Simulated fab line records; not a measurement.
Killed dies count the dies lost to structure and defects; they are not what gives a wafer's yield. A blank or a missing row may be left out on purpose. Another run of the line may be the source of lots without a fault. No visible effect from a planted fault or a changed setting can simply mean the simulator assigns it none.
One fault seen from 2 desks + flow n5_finfet + numbers are kept per desk, each desk with only its own; the story behind them comes last

## FROM THE METROLOGY DESK
What the gauges read for every lot (on any tool): the sampled wafers with a number, averaged. If a lot's mean is further than 4 standard deviations from the usual mean, the lot is out of limits and carries the mark OUT (the distance appears in the brackets). It has 10 readings; the 7 that lie furthest out on some lot are the ones shown.
Columns: A = DIBL_P at N5_BEOL_M4_RC_MEAS_101, usual 36.0 mV/V; B = IOFF_P at N5_BEOL_M4_RC_MEAS_101, usual 0.21 nA/um; C = ION_P at N5_BEOL_M4_RC_MEAS_101, usual 462 uA/um; D = SS_N at N5_BEOL_M4_RC_MEAS_101, usual 71.4 mV/dec; E = SS_P at N5_BEOL_M4_RC_MEAS_101, usual 73.2 mV/dec; F = VT_N at N5_BEOL_M4_RC_MEAS_101, usual 250 mV; G = VT_P at N5_BEOL_M4_RC_MEAS_101, usual -250 mV
| lot  | first seen here | A    | B    | C   | D    | E    | F   | G    |
|------|-----------------|------|------|-----|------|------|-----|------|
| L933 | day 9 00:07     | 39.7 | 0.30 | 472 | 71.7 | 73.8 | 249 | -242 |
| L942 | day 11 05:16    | 36.5 | 0.18 | 453 | 71.9 | 73.2 | 249 | -253 |
| L945 | day 11 09:31    | 38.0 | 0.25 | 473 | 72.0 | 73.3 | 247 | -247 |
| L944 | day 11 11:40    | 34.7 | 0.20 | 461 | 71.7 | 72.4 | 251 | -250 |
This desk's verdict: no lot among the 4 shows anything out of limits.

## AT THE TOOL OWNER'S DESK: ald_sin-02
The tool's own readings at N5_BEOL_M0_SAQP_ALD_48 (deposits SiO2, target thk 20 nm, pulse time 1 s, co reactant pulse time 1 s): means of the sampled wafers that have a number, for each lot that ran on this tool. If a lot's mean is further than 4 standard deviations from the usual mean, the lot is out of limits and carries the mark OUT (the distance appears in the brackets).
Columns: A = heater_power_outer_w at N5_BEOL_M0_SAQP_ALD_48, usual 43 W; B = heater_power_w at N5_BEOL_M0_SAQP_ALD_48, usual 80 W; C = precursor_pulse_height_rel at N5_BEOL_M0_SAQP_ALD_48, usual 1.000
| lot  | first seen here | A  | B  | C     |
|------|-----------------|----|----|-------|
| L933 | day 6 07:12     | 45 | 82 | 0.989 |
| L942 | day 8 18:52     | 47 | 81 | 0.987 |
| L944 | day 9 02:05     | 42 | 79 | 0.983 |
This desk's verdict: no lot among the 3 shows anything out of limits.

## ALL TOGETHER
Metrology desk: nothing out of limits seen.
Nothing out of limits was seen by the tool owner's desk.

## WHAT THE SIMULATOR PUT IN
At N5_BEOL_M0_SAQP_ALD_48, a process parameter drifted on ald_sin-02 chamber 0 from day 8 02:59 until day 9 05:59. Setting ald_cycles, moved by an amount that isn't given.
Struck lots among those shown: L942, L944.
